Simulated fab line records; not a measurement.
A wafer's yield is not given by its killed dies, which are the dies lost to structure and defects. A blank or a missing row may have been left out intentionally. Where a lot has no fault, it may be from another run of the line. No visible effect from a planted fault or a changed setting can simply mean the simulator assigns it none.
Chamber matching || flow n5Finfet || rieDiel-04 running N5_FIN_CUT_ETCH_21: 4 sister chambers
The step etches SOC in N2/H2, target depth 219 nm, overetch 43.8 nm, time 523.5 s. 8 wafers are shown with their chamber, then 8 later ones without.

## WAFERS WITH THEIR CHAMBER
{"wafer": "L077.1", "chamber": 2, "showerheadPlenumPTorr (Torr)": 2.60, "drypumpMotorCurrentA (A)": 6.2}
{"wafer": "L082.2", "chamber": 2, "showerheadPlenumPTorr (Torr)": 2.59, "drypumpMotorCurrentA (A)": 6.2}
{"wafer": "L082.3", "chamber": 0, "showerheadPlenumPTorr (Torr)": 2.52, "drypumpMotorCurrentA (A)": 5.8}
{"wafer": "L082.6", "chamber": 1, "showerheadPlenumPTorr (Torr)": 2.35, "drypumpMotorCurrentA (A)": 5.8}
{"wafer": "L083.2", "chamber": 3, "showerheadPlenumPTorr (Torr)": 2.43, "drypumpMotorCurrentA (A)": 5.2}
{"wafer": "L083.5", "chamber": 3, "showerheadPlenumPTorr (Torr)": 2.43, "drypumpMotorCurrentA (A)": 5.2}
{"wafer": "L083.6", "chamber": 0, "showerheadPlenumPTorr (Torr)": 2.52, "drypumpMotorCurrentA (A)": 5.8}
{"wafer": "L085.1", "chamber": 1, "showerheadPlenumPTorr (Torr)": 2.34, "drypumpMotorCurrentA (A)": 5.7}

## WAFERS WHOSE CHAMBER IS MISSING
{"wafer": "L085.3", "showerheadPlenumPTorr (Torr)": 2.59, "drypumpMotorCurrentA (A)": 6.2}
{"wafer": "L085.4", "showerheadPlenumPTorr (Torr)": 2.34, "drypumpMotorCurrentA (A)": 5.7}
{"wafer": "L093.1", "showerheadPlenumPTorr (Torr)": 2.42, "drypumpMotorCurrentA (A)": 5.2}
{"wafer": "L093.2", "showerheadPlenumPTorr (Torr)": 2.51, "drypumpMotorCurrentA (A)": 5.8}
{"wafer": "L093.6", "showerheadPlenumPTorr (Torr)": 2.42, "drypumpMotorCurrentA (A)": 5.2}
{"wafer": "L096.3", "showerheadPlenumPTorr (Torr)": 2.58, "drypumpMotorCurrentA (A)": 6.2}
{"wafer": "L096.4", "showerheadPlenumPTorr (Torr)": 2.34, "drypumpMotorCurrentA (A)": 5.7}
{"wafer": "L096.6", "showerheadPlenumPTorr (Torr)": 2.51, "drypumpMotorCurrentA (A)": 5.8}

## THE CHAMBER EACH PASSED THROUGH
{"wafer": "L085.3", "from the rows above": 2, "in truth": 2}
{"wafer": "L085.4", "from the rows above": 1, "in truth": 1}
{"wafer": "L093.1", "from the rows above": 3, "in truth": 3}
{"wafer": "L093.2", "from the rows above": 0, "in truth": 0}
{"wafer": "L093.6", "from the rows above": 3, "in truth": 3}
{"wafer": "L096.3", "from the rows above": 2, "in truth": 2}
{"wafer": "L096.4", "from the rows above": 1, "in truth": 1}
{"wafer": "L096.6", "from the rows above": 0, "in truth": 0}
Correct placement for 8 of the 8. Left unplaced by these rows: 0. Wrongly placed: 0.
How it was worked out, from the rows above alone: a wafer's distance from a chamber is the root of the sum, over the readings, of the square of ((its reading less the chamber's mean) divided by the reading's scatter). If the next closest chamber is less than 2 further off than the closest, the wafer can't be placed; otherwise it belongs to the closest. The mean given for a chamber averages the wafers shown for that chamber. The scatter: the root of (the sum of the squares of (reading less its chamber's mean) over the shown wafers, divided by (wafers less chambers)).
